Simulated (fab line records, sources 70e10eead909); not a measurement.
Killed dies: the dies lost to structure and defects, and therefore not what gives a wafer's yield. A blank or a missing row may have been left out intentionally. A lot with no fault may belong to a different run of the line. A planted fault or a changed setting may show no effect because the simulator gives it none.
Struck lot and sound lot, side by side + flow nandHarc + 15 out of 1159 route steps
Sound: the wafers L542.1, L542.4, L542.6. Struck: wafers L549.4, L549.6 (left out: L549.3, a lot-mate that was not struck); the cause follows at the end.
At each step with rows: each side's tool, then ch and its chambers, then its first start. Under that, the readings that differ: sound wafers + struck wafers + difference of the means + sigmas: that difference in standard deviations of wafers without a fault.
alike: same words and numbers on both sides, and readings whose means sit less than 2 such deviations apart. not compared: any withheld reading, any reading some wafer has no value for, any bound like >300 that may hide the same value, and any number with overlapping values for which the record gives no deviation.
The two part at a step that has a row with sigmas, a row that says differs or no value, or rows on one side only. Numbers that don't overlap but have no deviation are shown without sigmas and don't part them. Lack of a reading on every wafer of one side parts them only where that side has two or more wafers.

first, 8 steps without rows for these wafers: NHARC_A_CONTACT_COAT_86 (time 75 s); NHARC_A_CONTACT_COAT_87 (time 65 s); NHARC_A_CONTACT_COAT_02 (resist thk 90 nm); NHARC_A_CONTACT_SOFTBAKE_03 (time 55 s); NHARC_A_CONTACT_EBR_04; NHARC_A_CONTACT_EXPOSE_05 (exposes mask A CC); NHARC_A_CONTACT_PEB_06 (peb time 65 s); NHARC_A_CONTACT_DEVELOP_07 (develop time 35 s).
NHARC_A_CONTACT_CD_MEAS_08: target cd 100 nm.
  sound on cdSem-03 ch 0, day 18 22:20; struck on cdSem-03 ch 0, day 20 15:52
  alike: cdNm
NHARC_A_CONTACT_OVL_MEAS_09:
  struck on overlay-02, day 20 15:56; sound on overlay-02, day 18 22:25
| reading         | sound          | struck  | difference | sigmas |
|-----------------|----------------|---------|------------|--------|
| overlayYNm (nm) | -1.5 -1.2 -1.6 | 0.5 0.4 | +1.9       | +2     |
  alike: overlayXNm
NHARC_A_CONTACT_INSPECT_10:
  struck on defectInspect-02, day 20 15:59; sound on defectInspect-01, day 18 22:27
  alike: rawDefectCount
NHARC_A_CONTACT_DESCUM_13: chemistry O2, time 3 s.
  sound on rieDiel-10 ch 0,2,3, day 18 22:31; struck on rieDiel-12 ch 1,3, day 20 16:03
  alike: drypumpMotorCurrentA, o2FlowSccm, oesProductAu, rfVppV, showerheadPlenumPTorr, throttleValvePct
  not compared: rfHoursCounterH
NHARC_A_CONTACT_ETCH_88: etches the open film in CF4, target depth 39 nm, time 65 s.
  sound on rieDiel-10 ch 0,1,2, day 18 22:37; struck on rieDiel-12 ch 0, day 20 16:07
| reading                  | sound          | struck    | difference | sigmas |
|--------------------------|----------------|-----------|------------|--------|
| drypumpMotorCurrentA (A) | 5.6 6.3 6.3    | 5.3 5.3   | -0.8       | -2     |
| runLengthS (s)           | 86.5 85.7 86.3 | 65.0 64.3 | -21.5      | -44    |
  alike: cf4FlowSccm, oesProductAu, rfVppV, showerheadPlenumPTorr, throttleValvePct
  not compared: rfHoursCounterH
NHARC_A_CONTACT_ETCH_89: etches the open film in N2/H2, target depth 260 nm, time 475.3 s.
  sound on rieDiel-10 ch 0,1; struck on rieDiel-12 ch 0
| reading                  | sound       | struck  | difference | sigmas |
|--------------------------|-------------|---------|------------|--------|
| drypumpMotorCurrentA (A) | 6.3 6.3 6.3 | 5.3 5.3 | -1.0       | -3     |
  alike: oesProductAu, rfVppV, runLengthS, showerheadPlenumPTorr, throttleValvePct
  not compared: rfHoursCounterH
-- jump in the record: it breaks off in module A_CONTACT and resumes in module END (first step shown: number 1159 of the route), and 2 days separate the struck wafers' starts before and after --
NHARC_END_SORT_01:
  at this point the record logs the struck wafers (prober-02 ch 0, day 22 20:34) and has no rows for the sound ones

## WHERE THEY PART
At NHARC_A_CONTACT_OVL_MEAS_09 first; at NHARC_END_SORT_01 last (within this record only).

WHY: what the simulator had put in
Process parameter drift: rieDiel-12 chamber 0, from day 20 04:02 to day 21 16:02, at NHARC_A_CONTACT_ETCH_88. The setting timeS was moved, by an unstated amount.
